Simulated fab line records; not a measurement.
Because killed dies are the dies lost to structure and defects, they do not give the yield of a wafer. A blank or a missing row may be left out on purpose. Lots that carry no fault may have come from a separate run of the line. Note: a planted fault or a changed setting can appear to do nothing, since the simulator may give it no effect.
Which tool did it? -- flow n5Finfet -- 30 wafers from 10 lots sampled at 4 of the route's 1938 steps

WHAT EACH GAUGE READ, for each wafer
N5_PASSIVATION_CD_MEAS_10: target cd 3000 nm. Usual: cdNm at 2998.9 nm, with a standard deviation of 2.2.
lot,measured,on,cdNm (nm),flag
L672,day 13 02:17,cdSem-01,2999.7 2998.7 2998.1,
L677,day 13 21:14,cdSem-03,2997.2 2996.6 2994.2,
L678,day 14 00:52,cdSem-01,3003.3 2998.4 2998.1,
L675,day 14 01:40,cdSem-01,3000.7 2999.0 2998.6,
L679,day 14 21:41,cdSem-03,2999.0 2999.0 2999.9,
L688,day 16 16:34,cdSem-03,3001.4 3000.1 2998.2,
L683,day 16 23:04,cdSem-03,3001.5 2997.5 2997.8,
L687,day 17 00:35,cdSem-01,2998.8 2998.5 3000.7,
L690,day 17 04:19,cdSem-01,2999.4 2999.0 3000.4,
L695,day 18 21:31,cdSem-02,3001.3 3001.9 2998.5,

N5_PASSIVATION_INSPECT_61: inspects for defects (macro). Usual: rawDefectCount at 1.9, with a standard deviation of 1.5.
lot,measured,on,rawDefectCount,flag
L672,day 13 02:20,defectInspect-01,1 2 2,
L677,day 13 21:17,defectInspect-01,1 1 8,
L678,day 14 00:55,defectInspect-02,1 0 4,
L675,day 14 01:43,defectInspect-01,3 1 0,
L679,day 14 21:44,defectInspect-02,1 1 1,
L688,day 16 16:37,defectInspect-01,4 2 4,
L683,day 16 23:07,defectInspect-02,2 1 3,
L687,day 17 00:38,defectInspect-01,>300 >300 >300,OFF
L690,day 17 04:22,defectInspect-01,>300 >300 >300,OFF
L695,day 18 21:34,defectInspect-01,1 3 2,

WHICH TOOL RAN EACH LOT (tool, then ch and the chambers of the sampled wafers, then the start)
lot,N5_MIM_BOT_ETCH_ETCH_03,N5_MIM_BOT_ETCH_ETCH_00
L672,"rieMetal-01 ch 0,1, day 13 01:00","rieMetal-01 ch 0,1, day 13 01:05"
L677,"rieMetal-01 ch 0, day 13 18:34","rieMetal-01 ch 0, day 13 18:40"
L678,"rieMetal-03 ch 1, day 13 23:08","rieMetal-03 ch 1, day 13 23:20"
L675,"rieMetal-03 ch 1, day 14 00:08","rieMetal-03 ch 1, day 14 00:19"
L679,"rieMetal-03 ch 0,1, day 14 20:25","rieMetal-03 ch 0,1, day 14 20:31"
L688,"rieMetal-01 ch 0,1, day 16 15:14","rieMetal-01 ch 0,1, day 16 15:19"
L683,"rieMetal-01 ch 0,1, day 16 20:10","rieMetal-01 ch 0,1, day 16 20:16"
L687,"rieMetal-01 ch 0,1, day 16 22:34","rieMetal-01 ch 0,1, day 16 22:40"
L690,"rieMetal-01 ch 1, day 17 03:06","rieMetal-01 ch 1, day 17 03:11"
L695,"rieMetal-02 ch 0, day 18 19:56","rieMetal-02 ch 0, day 18 20:01"
- N5_MIM_BOT_ETCH_ETCH_03: etches the open film in Cl2/BCl3, target depth 12 nm.
- N5_MIM_BOT_ETCH_ETCH_00: etches TiN in Cl2/BCl3, target depth 45.5 nm.

WHAT THE TOOLS THEMSELVES READ (means of the sampled wafers that have a number; where no wafer has one, the mark that the record gives instead)
N5_MIM_BOT_ETCH_ETCH_03. Usual: bcl3FlowSccm 79.99 sccm, standard deviation 0.25; drypumpMotorCurrentA 6.1 A, standard deviation 0.39; oesProductAu 0.81 a.u., standard deviation 0.11; throttleValvePct 27.5 %, standard deviation 0.35.
lot,tool,bcl3FlowSccm (sccm),drypumpMotorCurrentA (A),oesProductAu (a.u.),throttleValvePct (%),flag
L672,rieMetal-01,79.98,6.3,0.75,27.2,
L677,rieMetal-01,79.88,6.2,0.64,27.6,
L678,rieMetal-03,80.12,6.4,0.69,27.9,
L675,rieMetal-03,79.84,6.4,0.69,27.9,
L679,rieMetal-03,79.91,5.7,0.89,27.3,
L688,rieMetal-01,80.07,6.3,0.89,27.3,
L683,rieMetal-01,79.94,6.3,0.82,27.2,
L687,rieMetal-01,79.89,6.3,0.82,27.2,
L690,rieMetal-01,80.40,6.3,0.76,27.1,
L695,rieMetal-02,79.94,5.9,0.88,27.6,

N5_MIM_BOT_ETCH_ETCH_00. Usual: bcl3FlowSccm 21.75 sccm, standard deviation 0.063; drypumpMotorCurrentA 6.1 A, standard deviation 0.39; oesProductAu 0.81 a.u., standard deviation 0.11; throttleValvePct 21.89 %, standard deviation 0.3.
lot,tool,bcl3FlowSccm (sccm),drypumpMotorCurrentA (A),oesProductAu (a.u.),throttleValvePct (%),flag
L672,rieMetal-01,21.72,6.3,0.74,21.74,
L677,rieMetal-01,21.81,6.3,0.64,22.09,
L678,rieMetal-03,21.75,6.4,0.70,22.25,
L675,rieMetal-03,21.82,6.4,0.70,22.25,
L679,rieMetal-03,21.71,5.7,0.89,21.72,
L688,rieMetal-01,21.75,6.3,0.89,21.70,
L683,rieMetal-01,21.70,6.3,0.83,21.64,
L687,rieMetal-01,21.80,6.3,0.82,21.66,
L690,rieMetal-01,21.67,6.3,0.76,21.59,
L695,rieMetal-02,21.71,5.9,0.87,21.94,

THE ANSWER, worked out from the rows above alone
Rule: a lot is off if the mean of its wafers that have a number lies more than 3 standard deviations from the usual mean. A lot without any number at a reading at which 4 lots or more have one is off too. The other lots that the step has rows for count as sound. First the gauges in route order, then the tools' own readings, where a lot's mean is used as printed above. At the first step where some lot is off, the reading lying furthest off is the one used; lots without a number count as furthest.
Off: L687, L690, at N5_PASSIVATION_INSPECT_61 (rawDefectCount). Without a number there: L687, L690.
If a tool, at a process step before that reading, ran all the lots that are off and no sound lot after the first of them, it fits. The gauges at N5_PASSIVATION_INSPECT_61 are tried like those tools. One fits: rieMetal-01 at N5_MIM_BOT_ETCH_ETCH_03 and N5_MIM_BOT_ETCH_ETCH_00. At N5_MIM_BOT_ETCH_ETCH_03 its last sound lot is L683 (day 16 20:10), its first lot that is off L687 (day 16 22:34): a fault that began between those two fits.

WHAT THE SIMULATOR HAD INSERTED
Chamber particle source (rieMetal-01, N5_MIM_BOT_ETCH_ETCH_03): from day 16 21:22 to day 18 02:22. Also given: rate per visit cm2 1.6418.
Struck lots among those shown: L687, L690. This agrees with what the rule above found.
